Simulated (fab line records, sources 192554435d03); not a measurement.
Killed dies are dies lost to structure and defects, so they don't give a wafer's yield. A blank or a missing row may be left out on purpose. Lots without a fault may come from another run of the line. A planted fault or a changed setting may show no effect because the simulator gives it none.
Split-lot experiment | flow n5_finfet | 7 lots, 39 wafers read, on a route of 1938 steps

THE SPLIT
At N5_GATE_CUT_ETCH_56 (etches TiN in Cl2/Ar, target depth 21.6 nm), the setting icp_w was moved away from the recipe's 600 W on 12 of the 39 wafers read, by -14.3% to -6.2%. The other wafers ran this setting at the recipe's value.

The reading is taken at the split's own step.

THE READING
etch.depth_nm (the simulator's own value, which no gauge read), in nm, at N5_GATE_CUT_ETCH_56 (etches TiN in Cl2/Ar, target depth 21.6 nm). The file gives no usual value for it. The 27 wafers here that ran the recipe average 22.00 nm, standard deviation 0.42 nm.

wafer  | tool, chamber at the split | icp_w as run, W | against the recipe | etch.depth_nm, nm | against lot-mates on the recipe
L079.1 | rie_metal-03, 1            | 600             | recipe             | 22.67             | -
L079.2 | rie_metal-03, 0            | 600             | recipe             | 22.36             | -
L079.3 | rie_metal-03, 1            | 600             | recipe             | 22.53             | -
L079.4 | rie_metal-03, 0            | 600             | recipe             | 22.42             | -
L079.5 | rie_metal-03, 0            | 600             | recipe             | 22.3              | -
L079.6 | rie_metal-03, 1            | 600             | recipe             | 22.45             | -
L084.1 | rie_metal-01, 1            | 600             | recipe             | 21.13             | -
L084.2 | rie_metal-01, 0            | 527.5           | -12.1%             | 19.32             | -2.32
L084.3 | rie_metal-01, 0            | 600             | recipe             | 21.9              | -
L084.4 | rie_metal-01, 1            | 527.5           | -12.1%             | 18.98             | -2.66
L084.5 | rie_metal-01, 1            | 527.5           | -12.1%             | 19.13             | -2.51
L084.6 | rie_metal-01, 0            | 600             | recipe             | 21.89             | -
L085.1 | rie_metal-01, 0            | 600             | recipe             | 21.75             | -
L085.2 | rie_metal-01, 1            | 563             | -6.2%              | 20.29             | -1.50
L085.3 | rie_metal-01, 0            | 600             | recipe             | 21.83             | -
L085.4 | rie_metal-01, 1            | 563             | -6.2%              | 20.21             | -1.58
L085.5 | rie_metal-01, 0            | 600             | recipe             | 21.79             | -
L085.6 | rie_metal-01, 1            | 563             | -6.2%              | 20.13             | -1.66
L088.1 | rie_metal-01, 1            | 600             | recipe             | 20.96             | -
L088.2 | rie_metal-01, 0            | 600             | recipe             | 21.54             | -
L088.3 | rie_metal-01, 0            | 528.6           | -11.9%             | 19.23             | -1.99
L088.4 | rie_metal-01, 1            | 600             | recipe             | 21.17             | -
L088.5 | rie_metal-01, 0            | 528.6           | -11.9%             | 19.28             | -1.94
L088.6 | rie_metal-01, 1            | 528.6           | -11.9%             | 18.93             | -2.29
L094.1 | rie_metal-02, 1            | 600             | recipe             | 22.01             | -
L094.2 | rie_metal-02, 1            | 600             | recipe             | 22.15             | -
L094.3 | rie_metal-02, 1            | 600             | recipe             | 21.99             | -
L094.4 | rie_metal-02, 1            | 600             | recipe             | 21.93             | -
L094.5 | rie_metal-02, 1            | 600             | recipe             | 21.96             | -
L094.6 | rie_metal-02, 1            | 600             | recipe             | 22.09             | -
L095.4 | rie_metal-02, 1            | 600             | recipe             | 22.05             | -
L095.5 | rie_metal-02, 1            | 600             | recipe             | 22.35             | -
L095.6 | rie_metal-02, 1            | 600             | recipe             | 22.33             | -
L097.1 | rie_metal-02, 0            | 514.3           | -14.3%             | 19.62             | -2.54
L097.2 | rie_metal-02, 1            | 600             | recipe             | 21.95             | -
L097.3 | rie_metal-02, 0            | 600             | recipe             | 22.61             | -
L097.4 | rie_metal-02, 1            | 514.3           | -14.3%             | 19.41             | -2.75
L097.5 | rie_metal-02, 1            | 600             | recipe             | 21.93             | -
L097.6 | rie_metal-02, 0            | 514.3           | -14.3%             | 19.63             | -2.53

THE FIT
A straight line over all 39 wafers: etch.depth_nm changes by +0.213 nm for each +1% of icp_w; r = +0.94; the points scatter about the line by 0.44 nm.
The same after taking each lot's own level away (the mean of its wafers on the recipe; 39 wafers): +0.19 nm for each +1%; r = +0.98; scatter 0.23 nm.
On that fit, the largest move of icp_w shifts the reading by 2.7 nm.
The lots' own levels span 21.223 to 22.455 nm, that is 2.9 times the standard deviation above.
So the lot-to-lot level changes the slope: the two fits differ.
Check: with one of the wafers moved furthest among these (-14.3%) left out of the fit, the line predicts -2.77 nm for it against its lot-mates. It came out at -2.54 nm against them.

OTHER SPLITS ON THESE WAFERS
These wafers also went through other splits before the reading. Each is held against what the fit with the lots' levels taken away leaves over:
other split on the same wafers       | wafers away from the commonest value | r with etch.depth_nm (lot level and that fit taken away)
N5_FIN_CUT_ETCH_21 time_s            | 15                                   | +0.24
N5_DUMMY_GATE_ETCH_44 target_depth_a | 18                                   | -0.16
N5_HKMG_FIN_ETCH_54 source_w         | 12                                   | -0.19
N5_HKMG_FIN_ETCH_32 bias_w           | 18                                   | -0.05

THE FILE'S OWN FIT
etch.depth_nm changes by +0.192 nm for each +1% of icp_w, r = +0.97.
